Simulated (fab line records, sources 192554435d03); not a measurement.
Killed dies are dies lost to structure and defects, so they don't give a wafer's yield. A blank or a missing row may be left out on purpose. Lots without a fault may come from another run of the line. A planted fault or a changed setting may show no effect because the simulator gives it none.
A struck lot beside a sound one | flow n5_finfet | 41 steps out of a route of 1938
Sound: wafers L387.3, L387.5, L387.6. Struck: wafers L393.1, L393.4, L393.6. The cause comes at the end.
At each step with rows: each side's tool, then ch and its chambers, then its first start. Under that, the readings that differ: sound wafers | struck wafers | difference of the means | sigmas: that difference in standard deviations of wafers without a fault.
alike: readings whose means differ by less than 2 such deviations, and words and numbers that are the same on both sides. not compared: withheld readings, readings that some wafer has no value for, bounds like >300 that may hide the same value, and numbers for which the record gives no deviation and whose values overlap.
The two part at a step that has a row with sigmas, a row that says differs or no value, or rows on one side only. Numbers that don't overlap but have no deviation are shown without sigmas and don't part them. A reading that every wafer of one side lacks parts them only if that side has two wafers or more.

N5_BEOL_M1_CD_MEAS_35: target cd 18 nm, target cd y 21 nm.
  sound on cd_sem-02, day 7 20:40; struck on cd_sem-02, day 9 06:17
  alike: cd_nm
then, 8 steps without rows for these wafers: N5_BEOL_M1_DEGAS_44 (time 60 s); N5_BEOL_M1_PRE_CLEAN_45 (time 30 s); N5_BEOL_M1_ALD_84 (deposits TaN, pulse time 2 s, purge time 3 s, co reactant purge time 2 s); N5_BEOL_M1_SURFACE_TREAT_85; N5_BEOL_M1_CVD_47 (deposits Co from CCTBA/H2, target thk 3 nm, time 223.8 s); N5_BEOL_M1_SPUTTER_48 (material Cu, target thk 4.5 nm, time 8.29 s); N5_BEOL_M1_ANNEAL_49 (time 240 s); N5_BEOL_M1_SPUTTER_79 (material Cu, target thk 4.5 nm, time 8.29 s).
N5_BEOL_M1_ANNEAL_80: time 240 s.
  sound on pvd_sputter-03, day 7 22:01; struck on pvd_sputter-02, day 9 07:37
  alike: heater_power_w
then, 2 steps without rows for these wafers: N5_BEOL_M1_SPUTTER_81 (material Cu, target thk 4.5 nm, time 8.29 s); N5_BEOL_M1_ANNEAL_82 (time 240 s).
N5_BEOL_M1_SPUTTER_86: material Cu, target thk 4.5 nm, time 8.29 s.
  sound on pvd_sputter-03, day 7 22:22; struck on pvd_sputter-02, day 9 07:58
  alike: chuck_gas_flow_sccm, throttle_valve_pct
then, 1 step without rows for these wafers: N5_BEOL_M1_ANNEAL_87 (time 240 s).
N5_BEOL_M1_SPUTTER_88: material Cu, target thk 4.5 nm, time 8.29 s.
  sound on pvd_sputter-03, day 7 22:35; struck on pvd_sputter-02, day 9 08:11
  alike: chuck_gas_flow_sccm, throttle_valve_pct
then, 1 step without rows for these wafers: N5_BEOL_M1_ANNEAL_89 (time 240 s).
N5_BEOL_M1_SPUTTER_90: material Cu, target thk 4.5 nm, time 8.29 s.
  sound on pvd_sputter-03, day 7 22:49; struck on pvd_sputter-02, day 9 08:25
  alike: chuck_gas_flow_sccm, throttle_valve_pct
then, 1 step without rows for these wafers: N5_BEOL_M1_ANNEAL_91 (time 240 s).
N5_BEOL_M1_SPUTTER_92: material Cu, target thk 4.5 nm, time 8.29 s.
  sound on pvd_sputter-03, day 7 23:02; struck on pvd_sputter-02, day 9 08:38
  alike: chuck_gas_flow_sccm, throttle_valve_pct
then, 7 steps without rows for these wafers: N5_BEOL_M1_ANNEAL_93 (time 240 s); N5_BEOL_M1_SPUTTER_94 (material Cu, target thk 4.5 nm, time 8.29 s); N5_BEOL_M1_ANNEAL_95 (time 240 s); N5_BEOL_M1_SPUTTER_96 (material Cu, target thk 4.5 nm, time 8.29 s); N5_BEOL_M1_ECD_50 (material Cu, target thk 300 nm); N5_BEOL_M1_ANNEAL_51 (time 90 s); N5_BEOL_M1_CMP_52 (polishes, stops on SiOC, t overpolish 6.8 s, target thk 40 nm).
N5_BEOL_M1_PRE_CLEAN_60: time 15 s.
  sound on cvd_co-02 ch 0,1,2, day 8 00:19; struck on cvd_co-01 ch 0,2, day 9 09:55
  alike: heater_power_w
then, 3 steps without rows for these wafers: N5_BEOL_M1_CO_CAP_55 (material Co, precursor CCTBA/H2, target thk 2 nm, time 102.1 s); N5_BEOL_M1_PRE_CLEAN_56 (time 15 s); N5_BEOL_M1_DEP_57 (deposits SiCN from 3MS/NH3, target thk 8 nm, time 14 s).
N5_BEOL_M1_RS_MEAS_58: measures by four-point-probe.
  sound on film_metro-01, day 8 00:32; struck on film_metro-01, day 9 10:08
  alike: M1_RS
then, 1 step without rows for these wafers: N5_BEOL_M2_ILD_DEP_00 (deposits SiOC from DEMS/O2, target thk 79 nm, time 15.3 s).
N5_BEOL_M2_THK_MEAS_01:
  sound on film_metro-01, day 8 00:40; struck on film_metro-02, day 9 10:16
  alike: M2_ILD_THK
then, 7 steps without rows for these wafers: N5_BEOL_M2_PECVD_72 (deposits SiO2 from TEOS/O2, target thk 16 nm, time 18 s); N5_BEOL_M2_HM_DEP_02 (deposits TiN, target thk 20 nm); N5_BEOL_M2_COAT_61 (time 60 s, resist thk 60 nm); N5_BEOL_M2_COAT_62 (time 60 s, resist thk 12 nm); N5_BEOL_M2_COAT_73 (time 60 s, resist thk 5 nm); N5_BEOL_M2_COAT_05 (resist thk 30 nm); N5_BEOL_M2_EBR_07.
-- the record jumps here: 5 days lie between the struck wafers' starts before and after (it left off in module BEOL_M2 and takes up again in module PASSIVATION, whose first step shown is number 1936 of the route) --
N5_PASSIVATION_PROBE_49:
  the record has rows for the struck wafers here (prober-01, day 14 19:35) and none for the sound ones

WHERE THEY PART
Only at N5_PASSIVATION_PROBE_49, within this record.

WHY: what the simulator had put in
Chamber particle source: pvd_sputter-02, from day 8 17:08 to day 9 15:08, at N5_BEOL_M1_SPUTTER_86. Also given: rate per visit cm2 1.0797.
